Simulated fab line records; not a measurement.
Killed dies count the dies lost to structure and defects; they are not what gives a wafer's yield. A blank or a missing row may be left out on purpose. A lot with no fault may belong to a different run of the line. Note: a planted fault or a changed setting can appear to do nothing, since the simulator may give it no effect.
A single fault, viewed from 2 desks | flow n5Finfet | each desk has only its own numbers; what lay behind them comes last

== FROM THE METROLOGY DESK ==
Means of the sampled wafers that have a number, per lot and without regard to the tool the lot ran on: this is what the gauges read. If a lot's mean is further than 4 standard deviations from the usual mean, the lot is out of limits and carries the mark OUT (the distance appears in the brackets). Readings shown: 7 out of 18 (the first out of limits, and those lying furthest out on some lot).
Columns: A = EOT_N at N5_BEOL_M4_RC_MEAS_101, usual 10.54; B = EOT_P at N5_BEOL_M4_RC_MEAS_101, usual 10.50; C = IGATE_N at N5_BEOL_M4_RC_MEAS_101, usual 0.0123 nA/um; D = IGATE_P at N5_BEOL_M4_RC_MEAS_101, usual 0.0037 nA/um; E = IOFF_N at N5_BEOL_M4_RC_MEAS_101, usual 0.16 nA/um; F = IOFF_N_85C at N5_BEOL_M4_RC_MEAS_101, usual 3.1 nA/um; G = VT_P at N5_BEOL_M4_RC_MEAS_101, usual -251 mV
lot  | first seen here | A                | B                | C      | D      | E    | F   | G
L383 | day 7 12:31     | 10.66            | 10.52            | 0.0113 | 0.0034 | 0.15 | 2.9 | -251
L384 | day 7 15:20     | 10.50            | 10.49            | 0.0137 | 0.0042 | 0.15 | 3.1 | -253
L385 | day 7 18:47     | 10.70            | 10.50            | 0.0115 | 0.0034 | 0.14 | 2.7 | -252
L388 | day 8 19:50     | 10.51            | 10.47            | 0.0136 | 0.0041 | 0.13 | 2.5 | -249
L389 | day 9 00:30     | 10.49            | 10.57            | 0.0113 | 0.0033 | 0.25 | 4.4 | -247
L390 | day 9 12:23     | 10.62            | 10.56            | 0.0100 | 0.0029 | 0.13 | 2.6 | -254
L394 | day 10 05:56    | 11.46 (+8.4) OUT | 11.39 (+8.9) OUT | 0.0072 | 0.0021 | 0.19 | 3.6 | -251
L396 | day 10 20:00    | 10.59            | 10.51            | 0.0111 | 0.0034 | 0.16 | 3.0 | -256
L400 | day 11 13:30    | 10.54            | 10.58            | 0.0111 | 0.0034 | 0.15 | 2.8 | -252
L401 | day 11 21:22    | 10.48            | 10.53            | 0.0122 | 0.0036 | 0.17 | 3.3 | -252
L403 | day 12 09:01    | 10.34            | 10.30            | 0.0164 | 0.0048 | 0.14 | 2.9 | -259
This desk reports L394 out of limits; the earliest was L394 at day 10 06:25 (EOT_N at N5_BEOL_M4_RC_MEAS_101). L383, L384, L385, L388, L389, L390, L396, L400, L401, L403: within limits.

== THE DEFECT DESK ==
Lot by lot, what the route's inspections counted, given as the mean of those sampled wafers with a number. If a lot's mean is further than 4 standard deviations from the usual mean, the lot is out of limits and carries the mark OUT (the distance appears in the brackets).
Columns: A = rawDefectCount at N5_BEOL_M4_INSPECT_59, usual 76
lot  | first seen here | A
L383 | day 7 12:49     | 52
L384 | day 7 15:39     | 92
L385 | day 7 19:04     | 97
L388 | day 8 20:07     | 91
L389 | day 9 00:50     | 72
L390 | day 9 12:42     | 72
L394 | day 10 06:14    | 52
L396 | day 10 20:17    | 54
L400 | day 11 13:47    | 58
L401 | day 11 21:39    | 52
L403 | day 12 09:19    | 62
Result from this desk: across the 11 lots, nothing is out of limits.

== BROUGHT TOGETHER ==
The metrology desk could have raised an alarm at day 10 06:25, on L394.
The defect desk saw nothing out of limits.
The defect desk has L394 on record, within its limits.
Every lot named ran N5_DUMMY_REMOVAL_PRECLEAN_08 on remotePlasma-01.

== WHAT WAS PUT IN BY THE SIMULATOR ==
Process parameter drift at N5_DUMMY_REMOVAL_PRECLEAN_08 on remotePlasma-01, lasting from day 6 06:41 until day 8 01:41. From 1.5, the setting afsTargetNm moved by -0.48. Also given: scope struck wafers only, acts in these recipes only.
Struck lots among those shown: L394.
Hours from the fault's start to each desk's first reading out of limits: the metrology desk, 96.
